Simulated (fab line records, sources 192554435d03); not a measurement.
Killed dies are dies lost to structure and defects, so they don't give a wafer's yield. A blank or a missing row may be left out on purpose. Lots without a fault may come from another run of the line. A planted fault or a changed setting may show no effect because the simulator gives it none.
One fault seen from 2 desks | flow n5_finfet | each desk has only its own numbers; what lay behind them comes last

THE METROLOGY DESK
What the gauges read, lot by lot, whatever tool the lot ran on: means of the sampled wafers that have a number. A lot is out of limits, marked OUT, if its mean lies more than 4 standard deviations from the usual mean; the brackets give that distance. Of its 15 readings 7 are shown: those that lie furthest out on some lot.
Columns: A = thk_nm at N5_SD_EPI_N_EPI_MEAS_23, usual 58.9 nm; B = RS_SD_N at N5_SD_ACTIVATION_RS_MEAS_03, usual 21.9 ohm/sq; C = RS_SD_P at N5_SD_ACTIVATION_RS_MEAS_03, usual 56.5 ohm/sq; D = DIBL_N at N5_BEOL_M4_RC_MEAS_101, usual 36.0 mV/V; E = DIBL_P at N5_BEOL_M4_RC_MEAS_101, usual 35.6 mV/V; F = IOFF_N at N5_BEOL_M4_RC_MEAS_101, usual 0.15 nA/um; G = RS_SD_N at N5_BEOL_M4_RC_MEAS_101, usual 28.4 ohm/sq
lot  | first seen here | A    | B    | C    | D    | E    | F    | G
L448 | day 3 18:21     | 58.6 | 21.8 | 55.3 | 36.4 | 35.9 | 0.17 | 28.1
L457 | day 6 06:37     | 57.5 | 21.9 | 57.1 | 37.8 | 36.1 | 0.16 | 28.8
L458 | day 6 12:22     | 58.5 | 21.8 | 57.1 | 37.2 | 38.1 | 0.18 | 28.6
L460 | day 7 00:10     | 58.6 | 22.4 | 56.4 | 36.3 | 37.6 | 0.17 | 28.7
L461 | day 7 00:37     | 62.5 | 21.1 | 58.2 | 35.2 | 35.6 | 0.15 | 27.4
L462 | day 7 11:52     | 60.5 | 21.2 | 57.1 | 37.6 | 35.9 | 0.16 | 27.6
L463 | day 7 13:16     | 58.8 | 22.0 | 55.9 | 38.9 | 38.4 | 0.19 | 28.5
L464 | day 7 23:33     | 58.3 | 22.5 | 56.3 | 37.6 | 37.1 | 0.18 | 29.1
L465 | day 8 00:37     | 60.4 | 21.4 | 56.3 | 35.9 | 35.8 | 0.15 | 27.5
This desk's finding: nothing out of limits on any of the 9 lots.

THE TOOL OWNER'S DESK: epi_rpcvd-02
The tool's own readings at N5_SD_EPI_N_EPI_21 (deposits Si:P, time 690 s): means of the sampled wafers that have a number, for each lot that ran on this tool. A lot is out of limits, marked OUT, if its mean lies more than 4 standard deviations from the usual mean; the brackets give that distance.
Columns: A = susceptor_temp_C at N5_SD_EPI_N_EPI_21, usual 679.97 C
lot  | first seen here | A
L448 | day 3 20:22     | 679.63
L458 | day 6 14:20     | 679.84
L461 | day 7 03:50     | 680.29
L462 | day 7 14:55     | 680.21
L465 | day 8 02:33     | 680.07
This desk's finding: nothing out of limits on any of the 5 lots.

PUT TOGETHER
The metrology desk saw nothing out of limits.
The tool owner's desk saw nothing out of limits.

WHAT THE SIMULATOR HAD PUT IN
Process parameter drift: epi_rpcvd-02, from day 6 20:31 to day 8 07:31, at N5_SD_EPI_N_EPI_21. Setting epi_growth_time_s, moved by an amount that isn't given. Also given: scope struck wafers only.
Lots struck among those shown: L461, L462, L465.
